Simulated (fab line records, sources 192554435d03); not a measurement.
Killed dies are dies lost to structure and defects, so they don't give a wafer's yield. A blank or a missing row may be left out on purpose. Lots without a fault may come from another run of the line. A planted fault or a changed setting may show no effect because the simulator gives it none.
Chamber matching | flow n5_finfet | N5_BEOL_M9_CMP_52 on cmp-02: 4 sister chambers
The step polishes, stops on SiCOH lowk, t overpolish 7 s, target thk 140 nm. 14 wafers are shown with their chamber, then 7 later ones without.

WAFERS WITH THEIR CHAMBER
wafer  | chamber | time_to_endpoint_s (s) | barrier_field_endpoint_s (s) | clearing_platen_rpm (rpm)
L074.3 | 3       | 64                     | 28.2                         | 50.027
L074.4 | 0       | 63                     | 28.6                         | 49.985
L074.5 | 1       | 72                     | 29.6                         | 49.979
L078.1 | 2       | 69                     | 29.0                         | 49.966
L078.2 | 0       | 66                     | 28.0                         | 49.996
L078.6 | 0       | 64                     | 28.9                         | 50.011
L079.1 | 0       | 60                     | 28.6                         | 49.995
L079.4 | 1       | 72                     | 29.9                         | 50.026
L079.5 | 3       | 60                     | 28.0                         | 50.024
L081.2 | 0       | 65                     | 28.4                         | 50.016
L081.4 | 2       | 69                     | 30.2                         | 49.945
L081.6 | 0       | 66                     | 28.8                         | 49.988
L085.1 | 2       | 69                     | 30.5                         | 49.964
L085.3 | 3       | 62                     | 28.8                         | 50.010

SIGNATURES (means of the wafers above)
reading                  | chamber 0 | chamber 1 | chamber 2 | chamber 3 | scatter within a chamber
time_to_endpoint_s       | 64.00     | 72.00     | 69.00     | 62.00     | 1.84
barrier_field_endpoint_s | 28.550    | 29.750    | 29.900    | 28.333    | 0.465
clearing_platen_rpm      | 49.99850  | 50.00250  | 49.95833  | 50.02033  | 0.0152
Rule: a wafer's distance from a chamber is the root of the sum, over the readings, of the square of ((its reading less the chamber's mean) divided by the reading's scatter). The wafer belongs to the nearest chamber; if the next one is less than 2 further off, it can't be placed. The scatter: the root of (the sum of the squares of (reading less its chamber's mean) over the shown wafers, divided by (wafers less chambers)).

WAFERS WITHOUT THEIR CHAMBER
wafer  | time_to_endpoint_s (s) | barrier_field_endpoint_s (s) | clearing_platen_rpm (rpm)
L085.6 | 64                     | 29.8                         | 50.030
L087.1 | 69                     | 28.8                         | 49.949
L087.4 | 74                     | 29.9                         | 49.993
L087.6 | 70                     | 29.7                         | 50.021
L096.3 | 71                     | 29.6                         | 50.014
L096.5 | 65                     | 28.9                         | 50.001
L096.6 | 63                     | 29.2                         | 49.974

WHICH CHAMBER EACH WENT THROUGH
wafer  | from the rows above          | in truth
L085.6 | can't be placed: 0 or 3 or 1 | 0
L087.1 | can't be placed: 2 or 0 or 1 | 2
L087.4 | 1                            | 1
L087.6 | 1                            | 1
L096.3 | 1                            | 1
L096.5 | can't be placed: 0 or 3      | 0
L096.6 | can't be placed: 0 or 3 or 2 | 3
Placed correctly: 3 of 7. Can't be placed from these rows: 4 (the true chamber is among the candidates in 4). Placed wrongly: 0.
